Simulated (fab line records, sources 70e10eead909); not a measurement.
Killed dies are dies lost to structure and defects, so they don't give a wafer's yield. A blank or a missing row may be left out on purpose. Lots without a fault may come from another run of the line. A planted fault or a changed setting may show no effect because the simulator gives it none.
fab line records | flow nand_harc
record lots=6 wafers=18 last_day=33
route steps=1302 shown P_ZERO_WELL@20 END@1302
lots that met no fault: from a run of the same line without faults
start_h: hours from the record's first day to the start of the lot's first wafer shown | wait_h: hours since the lot's step before | " the same as in the row above | L1.1+2: a row that stands for several wafers | - no value, or no start given | * or withheld: withheld | < > ~ a bound
route shown NAME@n: a module of which the file shows steps, and the number in the route of the first | usual: mean/standard deviation of fault-free wafers | same: alike in all rows | chamber/n: place in a boat | sites: the reading at each site | _std_site: their standard deviation | _edge_site: outer sites' mean less inner sites' | radius_mm: how far each site lies from the wafer's centre | mask NAME#n: copy n | behind: the tool/chamber that last shaped the wafer | hold: why the lot was held/for how many hours/how that ended | device: the transistor (n, p or np) that didn't switch | end of line: the same wafers' tests at the end of the route | a step without rows: its recipe alone | killed: dies lost to structure and defects at the first sort, not the wafer's yield | map: a wafer's dies, x killed, . not, _ none there
set.NAME: the setting as run; set.NAME@STEP: as run at that earlier step | model.NAME: the simulator's own value behind a step, which no gauge read
lots at some steps of the route; a table a step, a row a wafer
services: from which hour (start_h, from the record's first day; less than 0 if before it) a tool's chamber was out of use, for how many hours, and why
## steps
# step NHARC_P_ZERO_WELL_STRIP_15
# recipe time_s=900 temp_c=130 chemistry=SPM
# step NHARC_P_ZERO_WELL_DEHYDRATE_16
# recipe temp_c=150 time_s=120
# step NHARC_P_ZERO_WELL_HMDS_17
# recipe time_s=30
# step NHARC_P_ZERO_WELL_COAT_18
# recipe spin_rpm=withheld
# step NHARC_P_ZERO_WELL_SOFTBAKE_19
# recipe temp_c=122 time_s=95
# step NHARC_P_ZERO_WELL_EBR_20
# step NHARC_P_ZERO_WELL_EXPOSE_21
# recipe na=0.6 target_cd_nm=720 dose_mj=22.31 mask_id=P_NWELL
# step NHARC_P_ZERO_WELL_PEB_22
# recipe peb_temp_c=118 peb_time_s=85
# step NHARC_P_ZERO_WELL_DEVELOP_23
# recipe time_s=70
# step NHARC_P_ZERO_WELL_CD_MEAS_24
# recipe target_cd_nm=720 landing_energy_ev=500
# usual cd_nm=720.5/1.6
# columns lot.wafer tool chamber start_h wait_h cd_nm
L347.1 cd_sem-02 0 32.82 - 719.6
L347.2 " 0 " " 720.1
L347.5 " 0 " " 721.5
L350.2 cd_sem-03 0 62.51 - 718.3
L350.3 " 0 " " 719.4
L350.6 " 0 " " 719.4
L352.1 cd_sem-03 0 82.57 - 719.8
L352.2 " 0 " " 719.2
L352.4 " 0 " " 720.4
L363.2 cd_sem-01 0 192.58 - 721.0
L363.3 " 0 " " 720.5
L363.6 " 0 " " 720.1
L364.3 cd_sem-02 0 202.63 - 721.0
L364.4 " 0 " " 718.9
L364.5 " 0 " " 723.3
L367.1 cd_sem-02 0 232.50 - 719.6
L367.4 " 0 " " 720.8
L367.5 " 0 " " 721.3
# step NHARC_P_ZERO_WELL_HARDBAKE_25
# recipe temp_c=125 time_s=80
# step NHARC_P_ZERO_WELL_DESCUM_26
# recipe time_s=3 o2_flow_sccm=200 ar_flow_sccm=0 bias_power_w=0 chemistry=O2
# usual drypump_motor_current_A=5.7/0.54 oes_product_au=0.999/0.011 rf_vpp_V=57.8/0.82 showerhead_plenum_p_Torr=1.92/0.093 throttle_valve_pct=11.313/0.0086
# columns lot.wafer tool chamber start_h wait_h drypump_motor_current_A oes_product_au rf_hours_counter_h rf_vpp_V showerhead_plenum_p_Torr throttle_valve_pct
L347.2 rie_diel-06 3 32.98 - 6.4 1.001 23 58.3 1.91 11.318
L347.1 " 2 " " 5.2 1.013 21 56.5 1.78 11.297
L347.5 " 0 " " 5.8 1.017 - 57.2 1.96 11.303
L350.2 rie_diel-13 0 62.68 - 5.1 0.976 19 58.6 2.07 11.312
L350.3 " 1 " " 5.3 1.001 17 57.8 1.98 11.324
L350.6 " 0 " " 5.1 0.984 - 57.3 2.07 11.316
L352.1 rie_diel-06 0 82.73 - 5.8 1.017 37 57.6 1.95 11.317
L352.4 " 1 " " 6.0 0.998 34 59.0 1.99 11.314
L352.2 " 2 " " 5.2 1.005 33 57.2 1.77 11.317
L363.2 rie_diel-13 0 192.76 - 5.1 0.999 5 57.7 2.06 11.315
L363.3 " 1 " " 5.4 0.998 5 57.3 1.97 11.331
L363.6 " 3 " " 6.4 0.989 - 58.0 1.84 11.317
L364.4 rie_diel-13 2 202.79 - 5.1 0.990 7 58.0 2.00 11.307
L364.3 " 1 " " 5.3 0.998 7 58.0 1.97 11.315
L364.5 " 2 " " 5.1 1.000 - 57.8 2.01 11.325
L367.1 rie_diel-13 3 232.69 - 6.4 0.990 21 57.8 1.83 11.302
L367.4 " 0 " " 5.1 1.003 19 58.6 2.05 11.316
L367.5 " 3 " " 6.4 1.000 - 57.2 1.83 11.328
# step NHARC_P_ZERO_WELL_IMPLANT_27
# recipe energy_kev=600 dose_cm2=1e+13 tilt_deg=7
# columns lot.wafer tool chamber start_h wait_h
L347.1+2+5 implanter-02 0 33.12 0.1
L350.2+3+6 implanter-01 0 62.85 0.2
L352.1+2+4 implanter-01 0 82.88 0.1
L352.1+2+4 implanter-01 0 83.30 0.4
L363.2+3+6 implanter-02 0 192.92 0.1
L363.2+3+6 implanter-01 0 193.34 0.4
L364.3+4+5 implanter-02 0 202.99 0.2
L367.1+4+5 implanter-02 0 232.82 0.1
# step NHARC_P_ZERO_WELL_IMPLANT_57
# recipe energy_kev=250 dose_cm2=4e+12 tilt_deg=7
# step NHARC_END_SORT_01
# recipe temp_c=25
# usual killed_at_array=51/18 killed_at_other=1.0/1.2 killed_at_periphery=3.7/2.9 killed_dies=55/19 killed_open=3.5/1.9 killed_short=2.6/1.6
# same gross_dies=677
# columns lot.wafer tool chamber start_h wait_h killed_at_array killed_at_other killed_at_periphery killed_dies killed_open killed_short
L352.1 prober-01 0 605.32 2.5 48 0 1 49 4 4
L352.2 prober-01 0 606.12 2.8 56 1 3 60 6 3
L352.4 prober-01 0 607.74 3.4 50 1 4 55 1 1
# killed by level:class
L352.1 A_CHANNEL_HOLE_D1:chamber_film_flake=34 A_CHANNEL_HOLE_D2:chamber_film_flake=3 A_ONON_D2:geometric_particle:short=2 A_CHANNEL_FILL_D1:geometric_particle:open=1 A_DECK1_JOINT:geometric_particle:short=1 A_ONON_D2:geometric_particle:open=1 A_SGD_CUT:geometric_particle:open=1 A_WL_FILL:geometric_particle:short=1
L352.2 A_CHANNEL_HOLE_D1:chamber_film_flake=36 A_CHANNEL_HOLE_D2:chamber_film_flake=7 A_CHANNEL_FILL_D1:chamber_film_flake=3 A_SGD_CUT:chamber_film_flake=3 P_CONTACT:geometric_particle:open=2 P_M0:geometric_particle:open=1 A_ONON_D1:geometric_particle:open=1 A_DECK1_JOINT:geometric_particle:open=1
L352.4 A_CHANNEL_HOLE_D1:chamber_film_flake=29 A_CHANNEL_HOLE_D2:chamber_film_flake=17 A_SGD_CUT:chamber_film_flake=2 P_STI:geometric_particle:short=1 P_CONTACT:geometric_particle:open=1 P_ZERO_WELL:chamber_film_flake=1 P_GATE:chamber_film_flake=1 A_ZERO_WELL:chamber_film_flake=1
## services
# columns tool chamber start_h hours kind
rie_diel-13 0 21.92 - clean
rie_diel-13 1 21.92 - clean
rie_diel-13 2 21.92 - clean
rie_diel-13 3 21.92 - clean
rie_diel-13 0 46.42 - clean
rie_diel-13 1 46.42 - clean
rie_diel-13 2 46.42 - clean
rie_diel-13 3 46.42 - clean
rie_diel-13 0 70.92 - clean
rie_diel-13 1 70.92 - clean
rie_diel-13 2 70.92 - clean
rie_diel-13 3 70.92 - clean
implanter-02 - 82.67 4.6 repair
implanter-01 - 92.80 2.4 repair
rie_diel-13 1 93.53 1.3 repair
rie_diel-13 2 95.69 5.6 repair
rie_diel-13 - 99.03 34.3 repair
rie_diel-06 - 130.38 9.0 pm
implanter-01 - 143.19 2.1 repair
rie_diel-13 - 145.04 0.6 repair
implanter-02 - 146.00 13.0 pm
rie_diel-13 - 165.06 9.0 pm
rie_diel-06 2 169.46 10.2 repair
implanter-02 - 188.62 4.1 repair
## key
first_sign step=NHARC_P_ZERO_WELL_IMPLANT_27 reading=visit direction=added
effect none on later readings
met_at NHARC_P_ZERO_WELL_IMPLANT_27
struck_wafers L352.1,L352.2,L352.4,L363.2,L363.3,L363.6
tester_left_out L352,L363
fault kind=repeated_step_whole tool=implanter-01,implanter-02 chamber=- onset_h=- steps=NHARC_P_ZERO_WELL_IMPLANT_27 times=1 scope=struck_lots_only
# tester_left_out: of these lots the tester's yield and bins aren't shown, on N5 and GAA mostly nor the transistor test; their killed dies are dies lost to structure and defects alone, not to doping, threshold or leakage, so they don't give the yield
